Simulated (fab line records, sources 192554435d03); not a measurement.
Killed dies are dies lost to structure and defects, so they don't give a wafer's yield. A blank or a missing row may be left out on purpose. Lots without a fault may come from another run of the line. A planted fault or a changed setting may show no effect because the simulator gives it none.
Which tool did it? | flow n5_finfet | 9 lots, 25 wafers sampled, at 6 steps of a route of 1938

WHAT THE GAUGES READ, wafer by wafer
N5_BEOL_M1_OVL_MEAS_12. Usual: M1_OVL -0.6 nm, standard deviation 0.57.
lot  | measured     | on         | M1_OVL (nm)    | flag
L240 | day 6 10:59  | overlay-02 | -0.7 -0.2      |
L241 | day 6 11:09  | overlay-02 | -0.2 -0.8 -1.0 |
L242 | day 6 14:26  | overlay-02 | 0.0 -0.8 -0.7  |
L250 | day 8 16:26  | overlay-02 | 10.1 12.4 11.8 | OFF
L251 | day 9 06:34  | overlay-02 | -1.1 -1.6 -1.7 |
L253 | day 9 12:02  | overlay-02 | -0.4 -0.4 -1.1 |
L256 | day 10 07:13 | overlay-02 | -0.2 -0.5      |
L258 | day 10 10:47 | overlay-02 | -1.0 0.5 -0.2  |
L260 | day 11 04:05 | overlay-02 | -1.0 -0.5 -0.9 |

N5_BEOL_M1_CD_MEAS_18: pitch 36 nm, target cd 18 nm. Usual: cd_nm 18.0 nm, standard deviation 0.38.
lot  | measured     | on        | cd_nm (nm)     | flag
L240 | day 6 11:32  | cd_sem-01 | 18.4 17.9      |
L241 | day 6 11:41  | cd_sem-01 | 18.0 17.9 18.4 |
L242 | day 6 14:58  | cd_sem-03 | 17.6 18.1 17.8 |
L250 | day 8 16:57  | cd_sem-01 | 18.7 18.0 18.4 |
L251 | day 9 07:07  | cd_sem-01 | 17.2 18.2 17.5 |
L253 | day 9 12:40  | cd_sem-01 | 18.4 19.1 18.0 |
L256 | day 10 08:28 | cd_sem-02 | 17.7 17.7      |
L258 | day 10 11:20 | cd_sem-02 | 18.0 18.2 18.0 |
L260 | day 11 04:50 | cd_sem-01 | 18.0 18.5 18.2 |

N5_BEOL_M4_RC_MEAS_101. Usual: CJ_P 5.7, standard deviation 0.32; DIBL_N 36.2 mV/V, standard deviation 2; DIBL_P 36.1 mV/V, standard deviation 2.4; EOT_P 10.50, standard deviation 0.1; IGATE_P 0.0036 nA/um, standard deviation 0.00059; IOFF_N 0.16 nA/um, standard deviation 0.035; IOFF_P 0.22 nA/um, standard deviation 0.041; IOFF_P_85C 3.7 nA/um, standard deviation 0.58; IOFF_P_LIN 0.102 nA/um, standard deviation 0.015; IOFF_P_LONG 0.000108 nA/um, standard deviation 1.2e-05; ION_N 675 uA/um, standard deviation 14; ION_P 465 uA/um, standard deviation 8.6; RC_DENSE_P 23.9 ohm.um, standard deviation 0.67; RC_P 19.5 ohm.um, standard deviation 0.55; REXT_P 100.3 ohm.um, standard deviation 2.9; RS_SD_P 65.8 ohm/sq, standard deviation 0.91; SS_N 71.5 mV/dec, standard deviation 0.64; SS_P 73.2 mV/dec, standard deviation 0.76; VT_N 250 mV, standard deviation 3.9; VT_P -249 mV, standard deviation 3.4; VT_P_LONG -274.3 mV, standard deviation 3; VT_P_LVT -99 mV, standard deviation 3.4.
lot  | measured     | on        | CJ_P        | DIBL_N (mV/V)  | DIBL_P (mV/V)  | EOT_P             | IGATE_P (nA/um)      | IOFF_N (nA/um) | IOFF_P (nA/um) | IOFF_P_85C (nA/um) | IOFF_P_LIN (nA/um) | IOFF_P_LONG (nA/um)        | ION_N (uA/um) | ION_P (uA/um) | RC_DENSE_P (ohm.um) | RC_P (ohm.um)  | REXT_P (ohm.um)   | RS_SD_P (ohm/sq) | SS_N (mV/dec)  | SS_P (mV/dec)  | VT_N (mV)   | VT_P (mV)      | VT_P_LONG (mV)       | VT_P_LVT (mV)  | flag
L240 | day 8 07:03  | prober-02 | 6.1 5.8     | 38.0 38.1      | 37.1 37.0      | 10.41 10.67       | 0.0040 0.0028        | 0.19 0.19      | 0.23 0.22      | 4.0 3.8            | 0.107 0.103        | 0.000111 0.000106          | 692 686       | 470 465       | 22.7 22.4           | 18.5 18.1      | 102.9 103.5       | 65.1 65.2        | 72.1 71.9      | 73.5 73.8      | 247 249     | -248 -252      | -275.7 -273.4        | -99 -100       |
L241 | day 8 23:46  | prober-01 | 6.1 6.1 6.1 | 34.7 35.5 35.6 | 37.9 37.3 38.7 | 10.49 10.54 10.52 | 0.0035 0.0028 0.0034 | 0.14 0.15 0.15 | 0.24 0.23 0.26 | 4.1 3.9 4.3        | 0.117 0.112 0.120  | 0.000126 0.000124 0.000126 | 670 667 663   | 471 460 470   | 25.1 23.7 25.0      | 20.4 19.3 20.5 | 100.6 100.1 102.0 | 65.6 65.6 65.6   | 70.7 71.5 71.1 | 73.3 73.1 74.4 | 253 252 251 | -247 -249 -245 | -270.4 -272.3 -269.0 | -96 -97 -95    |
L242 | day 8 09:48  | prober-01 | 5.8 5.6 5.4 | 36.6 35.3 35.0 | 36.9 34.8 34.3 | 10.58 10.59 10.53 | 0.0029 0.0035 0.0031 | 0.16 0.14 0.13 | 0.21 0.18 0.19 | 3.6 3.2 3.2        | 0.100 0.091 0.092  | 0.00011 0.000106 0.000103  | 677 687 670   | 460 471 463   | 23.5 23.1 24.1      | 19.3 19.0 19.5 | 98.9 98.5 98.9    | 66.3 65.3 64.7   | 71.8 70.9 71.4 | 72.8 72.4 72.1 | 248 249 249 | -249 -251 -249 | -274.9 -274.3 -273.9 | -99 -99 -100   |
L250 | day 10 10:59 | prober-02 | - - -       | 36.6 39.9 39.2 | - - -          | - - -             | - - -                | 0.15 0.20 0.21 | - - -          | - - -              | - - -              | - - -                      | 679 688 693   | - - -         | - - -               | - - -          | - - -             | - - -            | 71.3 72.2 72.0 | - - -          | 250 248 246 | - - -          | - - -                | - - -          | OFF
L251 | day 11 05:33 | prober-01 | 5.8 5.8 6.1 | 38.2 35.1 32.3 | 39.7 34.7 31.9 | 10.53 10.55 10.54 | 0.0033 0.0033 0.0033 | 0.21 0.14 0.10 | 0.33 0.23 0.18 | 5.2 3.9 3.2        | 0.144 0.114 0.096  | 0.000122 0.00012 0.000127  | 696 664 664   | 486 467 468   | 24.0 24.0 24.1      | 19.6 19.4 19.6 | 98.5 98.7 97.9    | 65.2 66.0 65.9   | 71.9 71.1 70.6 | 73.6 73.7 70.9 | 245 249 255 | -240 -247 -249 | -272.2 -272.3 -273.0 | -93 -98 -101   |
L253 | day 11 15:52 | prober-01 | 5.6 5.6 5.6 | 37.1 35.0 36.6 | 38.2 35.3 38.1 | 10.61 10.73 10.48 | 0.0034 0.0028 0.0035 | 0.16 0.13 0.16 | 0.24 0.19 0.23 | 4.0 3.4 4.0        | 0.110 0.094 0.107  | 0.000103 0.000104 0.000104 | 678 661 679   | 467 461 472   | 23.4 24.0 23.4      | 19.2 19.4 19.1 | 98.8 101.2 100.0  | 66.1 65.9 68.0   | 71.9 71.2 71.1 | 73.2 72.9 73.7 | 249 254 251 | -248 -249 -248 | -274.4 -273.6 -273.9 | -96 -98 -97    |
L256 | day 12 00:33 | prober-01 | 5.9 5.8     | 36.6 33.0      | 37.2 31.7      | 10.41 10.30       | 0.0043 0.0044        | 0.16 0.10      | 0.23 0.16      | 4.0 2.8            | 0.114 0.085        | 0.000124 0.000121          | 677 653       | 472 453       | 24.5 23.9           | 19.8 19.4      | 97.0 98.3         | 65.6 65.5        | 71.4 71.0      | 72.4 71.6      | 249 255     | -246 -251      | -271.6 -270.3        | -98 -103       |
L258 | day 12 08:16 | prober-01 | 5.5 5.5 5.0 | 37.2 36.1 37.1 | 38.9 38.3 38.6 | 10.48 10.50 10.51 | 0.0036 0.0039 0.0038 | 0.16 0.16 0.17 | 0.20 0.20 0.21 | 3.6 3.6 3.6        | 0.097 0.099 0.099  | 8.9e-05 9.6e-05 8.8e-05    | 670 680 685   | 458 470 465   | 24.4 22.6 22.6      | 19.9 18.6 18.4 | 103.1 100.4 104.2 | 64.7 66.4 65.7   | 71.8 71.5 72.0 | 73.8 73.7 73.9 | 249 249 251 | -255 -251 -250 | -278.6 -277.1 -279.5 | -100 -101 -101 |
L260 | day 13 09:20 | prober-02 | 6.0 5.3 6.1 | 38.8 36.6 33.3 | 35.0 34.5 30.0 | 10.46 10.30 10.42 | 0.0034 0.0045 0.0039 | 0.19 0.15 0.10 | 0.21 0.21 0.16 | 3.6 3.7 2.8        | 0.100 0.101 0.082  | 0.000114 9.9e-05 0.000113  | 685 670 654   | 461 461 456   | 23.8 23.7 24.7      | 19.6 19.1 20.2 | 103.1 100.9 101.7 | 65.0 64.8 65.2   | 71.5 71.7 70.7 | 73.3 73.6 71.6 | 249 250 254 | -251 -249 -252 | -276.1 -274.0 -274.1 | -98 -98 -100   |

WHICH TOOL RAN EACH LOT (tool, then ch and the chambers of the sampled wafers, then the start)
lot  | N5_BEOL_M0_SPUTTER_132       | N5_BEOL_M1_PECVD_72            | N5_BEOL_M1_EXPOSE_08
L240 | pvd_sputter-01, day 6 04:26  | pecvd-03 ch 1, day 6 07:28     | euv_scanner-02 ch 0, day 6 10:50
L241 | pvd_sputter-01, day 6 04:53  | pecvd-03 ch 0,1, day 6 07:53   | euv_scanner-01 ch 0, day 6 10:59
L242 | pvd_sputter-03, day 6 11:58  | pecvd-02 ch 0,1,2, day 6 13:25 | euv_scanner-02 ch 0, day 6 14:17
L250 | pvd_sputter-01, day 8 12:41  | pecvd-03 ch 0,1, day 8 14:14   | euv_scanner-02 ch 0, day 8 16:16
L251 | pvd_sputter-01, day 9 03:16  | pecvd-03 ch 0,1,2, day 9 04:43 | euv_scanner-01 ch 0, day 9 06:24
L253 | pvd_sputter-02, day 9 07:44  | pecvd-01 ch 0,1,2, day 9 09:47 | euv_scanner-01 ch 0, day 9 11:53
L256 | pvd_sputter-03, day 9 22:40  | pecvd-03 ch 1,2, day 10 01:05  | euv_scanner-01 ch 0, day 10 07:02
L258 | pvd_sputter-02, day 10 08:16 | pecvd-01 ch 0,1, day 10 09:44  | euv_scanner-01 ch 0, day 10 10:38
L260 | pvd_sputter-03, day 11 00:06 | pecvd-02 ch 0,2, day 11 01:34  | euv_scanner-01 ch 0, day 11 03:55
- N5_BEOL_M0_SPUTTER_132: material Cu, target thk 4 nm, time 7.37 s.
- N5_BEOL_M1_PECVD_72: deposits SiO2 from TEOS/O2, target thk 16 nm, time 18 s.
- N5_BEOL_M1_EXPOSE_08: exposes mask M1.

WHAT THE TOOLS THEMSELVES READ (means of the sampled wafers that have a number; where no wafer has one, the mark that the record gives instead)
N5_BEOL_M0_SPUTTER_132. Usual: chamber_pressure_pa 0.07001 Pa, standard deviation 0.00013; throttle_valve_pct 30.4 %, standard deviation 0.94.
lot  | tool           | chamber_pressure_pa (Pa) | throttle_valve_pct (%) | flag
L240 | pvd_sputter-01 | 0.07000                  | 30.6                   |
L241 | pvd_sputter-01 | 0.07018                  | 30.1                   |
L242 | pvd_sputter-03 | 0.07004                  | 30.6                   |
L250 | pvd_sputter-01 | 0.06995                  | 30.2                   |
L251 | pvd_sputter-01 | 0.07004                  | 30.5                   |
L253 | pvd_sputter-02 | 0.07001                  | 30.3                   |
L256 | pvd_sputter-03 | 0.07007                  | 30.6                   |
L258 | pvd_sputter-02 | 0.07001                  | 30.9                   |
L260 | pvd_sputter-03 | 0.07012                  | 30.1                   |

N5_BEOL_M1_PECVD_72. Usual: heater_power_outer_w 396 W, standard deviation 59; heater_power_w 670 W, standard deviation 85; showerhead_plenum_p_Torr 8.78 Torr, standard deviation 0.072; throttle_valve_pct 21.7 %, standard deviation 0.96.
lot  | tool     | heater_power_outer_w (W) | heater_power_w (W) | showerhead_plenum_p_Torr (Torr) | throttle_valve_pct (%) | flag
L240 | pecvd-03 | 264                      | 517                | 8.80                            | 20.2                   |
L241 | pecvd-03 | 314                      | 597                | 8.83                            | 20.9                   |
L242 | pecvd-02 | 405                      | 707                | 8.72                            | 22.3                   |
L250 | pecvd-03 | 340                      | 651                | 8.87                            | 21.4                   |
L251 | pecvd-03 | 379                      | 660                | 8.83                            | 21.2                   |
L253 | pecvd-01 | 482                      | 761                | 8.72                            | 22.5                   |
L256 | pecvd-03 | 374                      | 606                | 8.79                            | 20.8                   |
L258 | pecvd-01 | 389                      | 641                | 8.70                            | 22.5                   |
L260 | pecvd-02 | 411                      | 742                | 8.73                            | 23.1                   |

THE ANSWER, worked out from the rows above alone
Rule: a lot is off if the mean of its wafers that have a number lies more than 3 standard deviations from the usual mean. A lot without any number at a reading at which 4 lots or more have one is off too. The other lots that the step has rows for count as sound. The gauges are gone through in route order, then the tools' own readings, and for those a lot's mean is taken as printed above. The first step at which some lot is off is used, and at that step the reading that is off furthest; a lot without a number counts as furthest.
Off: L250, at N5_BEOL_M1_OVL_MEAS_12 (M1_OVL).
A tool fits if, at a process step before that reading, it ran every lot that is off, and no sound lot after the first of them. The gauges at N5_BEOL_M1_OVL_MEAS_12 aren't tried: what is off there is off at N5_BEOL_M4_RC_MEAS_101 too, on other tools, and a gauge's error can't cause that. One fits: euv_scanner-02 at N5_BEOL_M1_EXPOSE_08. Its last sound lot is L242 (day 6 14:17), its first lot that is off L250 (day 8 16:16): a fault that began between those two fits.

WHAT THE SIMULATOR HAD PUT IN
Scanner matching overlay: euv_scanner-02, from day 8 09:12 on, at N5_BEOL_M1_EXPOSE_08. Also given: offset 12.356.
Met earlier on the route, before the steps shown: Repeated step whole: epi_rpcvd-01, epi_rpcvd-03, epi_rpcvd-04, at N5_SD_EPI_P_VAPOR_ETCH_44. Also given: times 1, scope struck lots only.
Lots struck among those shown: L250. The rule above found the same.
